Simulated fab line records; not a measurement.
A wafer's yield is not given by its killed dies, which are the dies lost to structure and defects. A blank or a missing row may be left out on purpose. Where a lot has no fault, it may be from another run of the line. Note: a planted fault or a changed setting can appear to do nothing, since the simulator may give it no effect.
Chamber matching + flow n5 finfet + N5_BEOL_M0_ETCH_128 on rie diel-04 has 4 sister chambers
The step etches SiCN in CF4/N2, target depth 12 nm, overetch 5.1 nm, time 21.4 s. 14 wafers are shown with their chamber, then 7 later ones without.

## EACH WAFER AND ITS CHAMBER
| wafer  | chamber | showerhead plenum p Torr (Torr) | rf vpp V (V) | throttle valve pct (%) |
|--------|---------|---------------------------------|--------------|------------------------|
| L078.1 | 2       | 2.12                            | 380.3        | 15.44                  |
| L078.3 | 1       | 2.24                            | 382.6        | 15.18                  |
| L078.6 | 2       | 2.12                            | 378.8        | 15.44                  |
| L084.1 | 0       | 2.26                            | 384.9        | 16.03                  |
| L084.3 | 3       | 2.25                            | 383.4        | 15.66                  |
| L084.6 | 3       | 2.25                            | 382.4        | 15.65                  |
| L087.2 | 2       | 2.12                            | 380.4        | 15.47                  |
| L087.5 | 1       | 2.24                            | 384.0        | 15.22                  |
| L087.6 | 2       | 2.12                            | 379.8        | 15.46                  |
| L089.3 | 3       | 2.25                            | 384.0        | 15.18                  |
| L089.4 | 2       | 2.11                            | 378.7        | 15.51                  |
| L089.6 | 1       | 2.23                            | 383.2        | 15.22                  |
| L093.1 | 1       | 2.23                            | 383.1        | 15.26                  |
| L093.2 | 0       | 2.26                            | 383.1        | 15.55                  |

SIGNATURES (means of the wafers above)
| reading                  | chamber 0 | chamber 1 | chamber 2 | chamber 3 | scatter within a chamber |
|--------------------------|-----------|-----------|-----------|-----------|--------------------------|
| showerhead plenum p Torr | 2.2600    | 2.2350    | 2.1180    | 2.2500    | 0.00424                  |
| rf vpp V                 | 384.000   | 383.225   | 379.600   | 383.267   | 0.81                     |
| throttle valve pct       | 15.7900   | 15.2200   | 15.4640   | 15.4967   | 0.165                    |
Rule: a wafer lies at a distance from a chamber equal to the root of the sum of squares, over the readings, of (its reading less the chamber's mean, divided by the reading's scatter). If the next closest chamber is less than 2 further off than the closest, the wafer can't be placed; otherwise it belongs to the closest. How the scatter is found: for the shown wafers, subtract from each reading the mean of its chamber, square and add these, divide the total by (wafers less chambers), then take the root.

## WAFERS MISSING THEIR CHAMBER
| wafer  | showerhead plenum p Torr (Torr) | rf vpp V (V) | throttle valve pct (%) |
|--------|---------------------------------|--------------|------------------------|
| L093.5 | 2.25                            | 383.6        | 15.18                  |
| L095.1 | 2.23                            | 383.1        | 15.27                  |
| L095.3 | 2.24                            | 381.6        | 15.19                  |
| L095.5 | 2.23                            | 382.6        | 15.26                  |
| L096.1 | 2.11                            | 380.2        | 15.53                  |
| L096.2 | 2.26                            | 384.5        | 15.60                  |
| L096.3 | 2.24                            | 383.7        | 15.19                  |

## EACH ONE'S CHAMBER
| wafer  | from the rows above     | in truth |
|--------|-------------------------|----------|
| L093.5 | can't be placed: 3 or 1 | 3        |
| L095.1 | 1                       | 1        |
| L095.3 | can't be placed: 1 or 3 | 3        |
| L095.5 | 1                       | 1        |
| L096.1 | 2                       | 2        |
| L096.2 | can't be placed: 0 or 3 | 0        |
| L096.3 | can't be placed: 1 or 3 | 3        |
Placed correctly: 3 of 7. Can't be placed from these rows: 4 (the true chamber is among the candidates in 4). Number placed wrongly: 0.
